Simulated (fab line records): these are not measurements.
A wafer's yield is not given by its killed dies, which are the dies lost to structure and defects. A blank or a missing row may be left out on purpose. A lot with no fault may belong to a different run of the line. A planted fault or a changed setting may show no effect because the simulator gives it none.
Chamber matching :: flow n5Finfet :: rieDiel-02 running N5_BEOL_M3_ETCHBACK_99: 4 sister chambers
The step etches SiO2 in CHF3, target depth 5 nm, time 10.4 s. 4 wafers are shown with their chamber, then 11 later ones without.

== WAFERS WITH THEIR CHAMBER ==
wafer: L088.1
chamber: 2
showerheadPlenumPTorr (Torr): 2.13

wafer: L088.3
chamber: 3
showerheadPlenumPTorr (Torr): 2.14

wafer: L088.4
chamber: 1
showerheadPlenumPTorr (Torr): 2.10

wafer: L091.1
chamber: 0
showerheadPlenumPTorr (Torr): 1.98

== WAFERS MISSING THEIR CHAMBER ==
wafer: L091.3
showerheadPlenumPTorr (Torr): 2.14

wafer: L091.6
showerheadPlenumPTorr (Torr): 2.10

wafer: L093.1
showerheadPlenumPTorr (Torr): 2.14

wafer: L093.4
showerheadPlenumPTorr (Torr): 2.14

wafer: L093.6
showerheadPlenumPTorr (Torr): 2.13

wafer: L095.2
showerheadPlenumPTorr (Torr): 2.10

wafer: L095.4
showerheadPlenumPTorr (Torr): 2.12

wafer: L095.5
showerheadPlenumPTorr (Torr): 2.10

wafer: L096.3
showerheadPlenumPTorr (Torr): 2.12

wafer: L096.4
showerheadPlenumPTorr (Torr): 1.98

wafer: L096.6
showerheadPlenumPTorr (Torr): 2.12

== THE CHAMBER EACH PASSED THROUGH ==
wafer: L091.3
from the rows above: can't be placed: 3 or 2
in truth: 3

wafer: L091.6
from the rows above: 1
in truth: 1

wafer: L093.1
from the rows above: can't be placed: 3 or 2
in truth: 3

wafer: L093.4
from the rows above: can't be placed: 3 or 2
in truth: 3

wafer: L093.6
from the rows above: can't be placed: 2 or 3
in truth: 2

wafer: L095.2
from the rows above: 1
in truth: 1

wafer: L095.4
from the rows above: can't be placed: 2 or 1 or 3
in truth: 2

wafer: L095.5
from the rows above: 1
in truth: 1

wafer: L096.3
from the rows above: can't be placed: 2 or 1 or 3
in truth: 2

wafer: L096.4
from the rows above: 0
in truth: 0

wafer: L096.6
from the rows above: can't be placed: 2 or 1 or 3
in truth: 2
Correct placement for 4 of the 11. These rows do not allow placing 7 (true chamber among the candidates in 7). Wrongly placed: 0.
How it was worked out, from the rows above alone: a wafer's distance from a chamber is the root of the sum, over the readings, of the square of ((its reading less the chamber's mean) divided by the reading's scatter). If the next closest chamber is less than 2 further off than the closest, the wafer can't be placed; otherwise it belongs to the closest. The mean given for a chamber averages the wafers shown for that chamber. The scatter: with one shown wafer a chamber, the root of the mean of the squares of how far each hidden wafer lies from its nearest shown one.
